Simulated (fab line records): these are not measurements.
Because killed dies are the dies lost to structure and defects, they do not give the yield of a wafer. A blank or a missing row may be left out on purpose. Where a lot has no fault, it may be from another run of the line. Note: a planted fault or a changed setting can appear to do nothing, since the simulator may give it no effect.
Which tool did it? + flow n5_finfet + 36 wafers from 12 lots sampled at 5 of the route's 1938 steps

WHAT THE GAUGES SHOWED, per wafer
The record holds no reading of a measuring or inspecting step that can be judged against a usual standard deviation.

WHAT TOOL EACH LOT RAN ON (gives the tool, then ch and the chambers of the sampled wafers, and finally the start)
| lot  | N5_BEOL_M4_ANNEAL_87         | N5_BEOL_M4_ANNEAL_93         | N5_BEOL_M5_ILD_DEP_00           | N5_BEOL_M5_PECVD_70             | N5_PASSIVATION_PROBE_49 |
|------|------------------------------|------------------------------|---------------------------------|---------------------------------|-------------------------|
| L241 | pvd_sputter-02, day 8 04:27  | pvd_sputter-02, day 8 05:07  | pecvd-01 ch 0,1, day 8 07:37    | pecvd-03 ch 0,1, day 8 08:14    | -                       |
| L240 | pvd_sputter-02, day 8 06:32  | pvd_sputter-02, day 8 07:11  | pecvd-03 ch 1,2, day 8 10:11    | pecvd-03 ch 1,2, day 8 10:48    | -                       |
| L242 | pvd_sputter-03, day 8 09:29  | pvd_sputter-03, day 8 10:08  | pecvd-02 ch 0,1,2, day 8 12:34  | pecvd-03 ch 0,1,2, day 8 13:10  | prober-01, day 12 23:28 |
| L247 | pvd_sputter-01, day 9 13:09  | pvd_sputter-01, day 9 13:49  | pecvd-01 ch 1,2, day 9 16:18    | pecvd-02 ch 0,1,2, day 9 16:55  | prober-02, day 14 03:38 |
| L250 | pvd_sputter-01, day 10 13:05 | pvd_sputter-01, day 10 13:44 | pecvd-01 ch 0,1,2, day 10 16:11 | pecvd-01 ch 0,1,2, day 10 17:16 | prober-02, day 15 22:37 |
| L254 | pvd_sputter-03, day 11 08:51 | pvd_sputter-03, day 11 09:31 | pecvd-03 ch 0,1,2, day 11 11:56 | pecvd-02 ch 0,1,2, day 11 12:32 | prober-02, day 16 04:29 |
| L256 | pvd_sputter-03, day 12 04:38 | pvd_sputter-03, day 12 05:17 | pecvd-03 ch 0,1, day 12 07:58   | pecvd-03 ch 0,2, day 12 08:46   | prober-01, day 16 09:28 |
| L258 | pvd_sputter-03, day 12 13:02 | pvd_sputter-03, day 12 13:41 | pecvd-01 ch 0,2, day 12 16:25   | pecvd-01 ch 1,2, day 12 17:01   | -                       |
| L257 | pvd_sputter-03, day 12 23:31 | pvd_sputter-03, day 13 00:11 | pecvd-02 ch 0, day 13 03:17     | pecvd-02 ch 0,1,2, day 13 03:55 | -                       |
| L260 | pvd_sputter-01, day 13 09:37 | pvd_sputter-01, day 13 10:17 | pecvd-02 ch 0,2, day 13 12:59   | pecvd-01 ch 1,2, day 13 13:35   | prober-02, day 17 22:32 |
| L261 | pvd_sputter-01, day 13 13:58 | pvd_sputter-01, day 13 14:37 | pecvd-03 ch 1,2, day 13 17:19   | pecvd-02 ch 1,2, day 13 17:57   | -                       |
| L262 | pvd_sputter-01, day 13 23:05 | pvd_sputter-01, day 13 23:45 | pecvd-01 ch 0,2, day 14 02:28   | pecvd-03 ch 1,2, day 14 03:05   | -                       |
- N5_BEOL_M4_ANNEAL_87: time 240 s.
- N5_BEOL_M4_ANNEAL_93: time 240 s.
- N5_BEOL_M5_ILD_DEP_00: deposits SiCOH lowk from DEMS/porogen, target thk 140.64 nm, time 25.9 s.
- N5_BEOL_M5_PECVD_70: deposits SiO2 from TEOS/O2, target thk 16 nm, time 18 s.
- N5_PASSIVATION_PROBE_49

WHAT THE TOOLS THEMSELVES READ (means of the sampled wafers that have a number; where no wafer has one, the mark that the record gives instead)
N5_BEOL_M4_ANNEAL_87.
| lot  | tool           | heater_power_w (W) |
|------|----------------|--------------------|
| L241 | pvd_sputter-02 | 890                |
| L240 | pvd_sputter-02 | 908                |
| L242 | pvd_sputter-03 | 840                |
| L247 | pvd_sputter-01 | 710                |
| L250 | pvd_sputter-01 | 812                |
| L254 | pvd_sputter-03 | 832                |
| L256 | pvd_sputter-03 | 786                |
| L258 | pvd_sputter-03 | 869                |
| L257 | pvd_sputter-03 | 831                |
| L260 | pvd_sputter-01 | 732                |
| L261 | pvd_sputter-01 | 725                |
| L262 | pvd_sputter-01 | 794                |

N5_BEOL_M4_ANNEAL_93.
| lot  | tool           | heater_power_w (W) |
|------|----------------|--------------------|
| L241 | pvd_sputter-02 | 894                |
| L240 | pvd_sputter-02 | 899                |
| L242 | pvd_sputter-03 | 835                |
| L247 | pvd_sputter-01 | 713                |
| L250 | pvd_sputter-01 | 798                |
| L254 | pvd_sputter-03 | 838                |
| L256 | pvd_sputter-03 | 795                |
| L258 | pvd_sputter-03 | 878                |
| L257 | pvd_sputter-03 | 850                |
| L260 | pvd_sputter-01 | 738                |
| L261 | pvd_sputter-01 | 728                |
| L262 | pvd_sputter-01 | 795                |

N5_BEOL_M5_ILD_DEP_00.
| lot  | tool     | heater_power_w (W) | showerhead_plenum_p_Torr (Torr) | susceptor_temp_C (C) | throttle_valve_pct (%) |
|------|----------|--------------------|---------------------------------|----------------------|------------------------|
| L241 | pecvd-01 | 442                | 5.744                           | 299.95               | 13.7                   |
| L240 | pecvd-03 | 285                | 5.736                           | 299.99               | 13.6                   |
| L242 | pecvd-02 | 311                | 5.746                           | 300.22               | 13.2                   |
| L247 | pecvd-01 | 340                | 5.743                           | 304.71               | 13.8                   |
| L250 | pecvd-01 | 387                | 5.750                           | 304.83               | 13.5                   |
| L254 | pecvd-03 | 319                | 5.753                           | 300.11               | 13.5                   |
| L256 | pecvd-03 | 286                | 5.735                           | 300.08               | 13.8                   |
| L258 | pecvd-01 | 351                | 5.747                           | 300.10               | 13.2                   |
| L257 | pecvd-02 | 409                | 5.747                           | 300.12               | 13.8                   |
| L260 | pecvd-02 | 379                | 5.744                           | 299.97               | 13.3                   |
| L261 | pecvd-03 | 301                | 5.732                           | 300.14               | 13.2                   |
| L262 | pecvd-01 | 339                | 5.738                           | 300.10               | 13.3                   |

N5_BEOL_M5_PECVD_70.
| lot  | tool     | heater_power_w (W) | showerhead_plenum_p_Torr (Torr) | throttle_valve_pct (%) |
|------|----------|--------------------|---------------------------------|------------------------|
| L241 | pecvd-03 | 739                | 8.82                            | 22.3                   |
| L240 | pecvd-03 | 709                | 8.78                            | 21.7                   |
| L242 | pecvd-03 | 754                | 8.80                            | 21.8                   |
| L247 | pecvd-02 | 712                | 8.82                            | 21.1                   |
| L250 | pecvd-01 | 781                | 8.81                            | 22.0                   |
| L254 | pecvd-02 | 708                | 8.81                            | 21.3                   |
| L256 | pecvd-03 | 699                | 8.88                            | 22.0                   |
| L258 | pecvd-01 | 684                | 8.84                            | 22.5                   |
| L257 | pecvd-02 | 713                | 8.79                            | 21.4                   |
| L260 | pecvd-01 | 796                | 8.82                            | 22.6                   |
| L261 | pecvd-02 | 653                | 8.82                            | 21.1                   |
| L262 | pecvd-03 | 661                | 8.78                            | 21.4                   |

N5_PASSIVATION_PROBE_49.
| lot  | tool      | defect_limited_yield (%) | killed_at_M0_to_M3 | killed_at_M4_up | killed_at_contacts | killed_at_front_end | killed_at_other | killed_dies | killed_open | killed_short | sort_bin_4_leakage (%) | sort_bin_5_function (%) | sort_bin_6_memory (%) | sort_bin_8_speed (%) | sort_n_pass |
|------|-----------|--------------------------|--------------------|-----------------|--------------------|---------------------|-----------------|-------------|-------------|--------------|------------------------|-------------------------|-----------------------|----------------------|-------------|
| L242 | prober-01 | 90.9                     | 34                 | 15              | 20                 | 37                  | 1.7             | 107         | 73          | 34           | 0.00                   | 5.2                     | 3.6                   | 0.00                 | 1073        |
| L247 | prober-02 | 91.8                     | 34                 | 9               | 10                 | 39                  | 4.3             | 97          | 69          | 27           | 0.00                   | 4.7                     | 3.0                   | 0.00                 | 1083        |
| L250 | prober-02 | 92.3                     | 26                 | 12              | 17                 | 34                  | 1.3             | 91          | 56          | 33           | 0.00                   | 4.7                     | 2.6                   | 0.03                 | 1089        |
| L254 | prober-02 | 89.8                     | 51                 | 14              | 16                 | 37                  | 3.7             | 121         | 79          | 39           | 0.00                   | 5.8                     | 4.0                   | 0.00                 | 1059        |
| L256 | prober-01 | 91.2                     | 36                 | 18              | 16                 | 32                  | 2.3             | 104         | 63          | 35           | 0.00                   | 5.2                     | 3.2                   | 0.00                 | 1076        |
| L260 | prober-02 | 92.1                     | 30                 | 12              | 7                  | 42                  | 3.3             | 93          | 58          | 33           | 0.00                   | 4.5                     | 3.1                   | 0.00                 | 1087        |

THE ANSWER, worked out from the rows above alone
Rule: what is usual is taken from the lots themselves. Put in order of their means at a reading, lots are off if they are a third of the lots or fewer, leave a main group of 4 or more, and stand apart from it by a gap of 3 or more times the standard deviation of the main group's means; of several such gaps the widest counts. The tables above print the reading to a certain number of digits; a main group whose means all agree to those digits is not used. A lot without any number at a reading at which 4 lots or more have one is off too. All remaining lots with rows at the step are treated as sound. The gauges are gone through in route order, then the tools' own readings, and for those a lot's mean is taken as printed above. The first step at which some lot is off is used, and at that step the reading that is off furthest; a lot without a number counts as furthest.
Off at N5_BEOL_M5_ILD_DEP_00 (susceptor_temp_C): L247, L250. The main group: mean 300.08 C, standard deviation 0.08.
If a tool, at that step or one of the process steps before it, ran each lot that is off and ran no sound lot following the first of them, it fits. No candidate that was tried fits.

WHAT THE SIMULATOR PUT IN
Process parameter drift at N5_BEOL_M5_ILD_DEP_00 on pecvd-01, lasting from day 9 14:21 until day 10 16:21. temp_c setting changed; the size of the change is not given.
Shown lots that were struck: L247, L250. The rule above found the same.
